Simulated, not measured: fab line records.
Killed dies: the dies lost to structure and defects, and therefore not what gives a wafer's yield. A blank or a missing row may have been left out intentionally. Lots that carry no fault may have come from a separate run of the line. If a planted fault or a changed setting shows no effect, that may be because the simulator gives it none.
Matching of chambers    flow n5Finfet    4 sister chambers for N5_MOL_CONTACT_COAG_ETCHBACK_136 on rieDiel-06
The step etches SiO2 in CHF3, target depth 25 nm, time 16.7 s. 16 wafers are shown with their chamber, then 8 later ones without.

== EACH WAFER AND ITS CHAMBER ==
wafer   chamber  throttleValvePct (%)  showerheadPlenumPTorr (Torr)  rfVppV (V)
L074.1  2        19.16                 2.39                          528
L074.4  0        18.75                 2.40                          523
L074.5  2        19.17                 2.39                          528
L079.2  3        18.55                 2.42                          529
L079.4  1        18.94                 2.32                          519
L079.6  2        19.20                 2.38                          529
L081.1  3        18.54                 2.41                          529
L081.2  2        19.18                 2.38                          527
L081.5  2        19.19                 2.38                          529
L085.2  2        19.20                 2.38                          526
L085.5  1        18.96                 2.31                          521
L085.6  2        19.20                 2.38                          528
L090.1  1        18.98                 2.31                          520
L090.4  3        18.57                 2.41                          527
L090.5  3        18.60                 2.41                          527
L093.1  0        18.82                 2.38                          521

SIGNATURES (averages over the wafers above)
reading                chamber 0  chamber 1  chamber 2  chamber 3  scatter within a chamber
throttleValvePct       18.7850    18.9600    19.1857    18.5650    0.024
showerheadPlenumPTorr  2.3900     2.3133     2.3829     2.4125     0.00635
rfVppV                 522.00     520.00     527.86     528.00     1.11
Rule: a wafer lies at a distance from a chamber equal to the root of the sum of squares, over the readings, of (its reading less the chamber's mean, divided by the reading's scatter). If the next closest chamber is less than 2 further off than the closest, the wafer can't be placed; otherwise it belongs to the closest. The scatter: take each reading less its chamber's mean, square it, sum over the shown wafers, divide by the number of wafers less the number of chambers, and take the root.

== WAFERS WITH NO CHAMBER GIVEN ==
wafer   throttleValvePct (%)  showerheadPlenumPTorr (Torr)  rfVppV (V)
L093.4  18.99                 2.31                          518
L093.6  18.83                 2.38                          523
L094.1  18.60                 2.40                          528
L094.5  18.84                 2.38                          523
L094.6  18.58                 2.40                          528
L095.3  19.00                 2.31                          518
L095.5  18.62                 2.40                          527
L095.6  19.24                 2.37                          528

== WHICH CHAMBER EACH WENT THROUGH ==
wafer   from the rows above  in truth
L093.4  1                    1
L093.6  0                    0
L094.1  3                    3
L094.5  0                    0
L094.6  3                    3
L095.3  1                    1
L095.5  3                    3
L095.6  2                    2
Correctly placed: 8 of 8. Can't be placed from these rows: 0. Wrongly placed: 0.
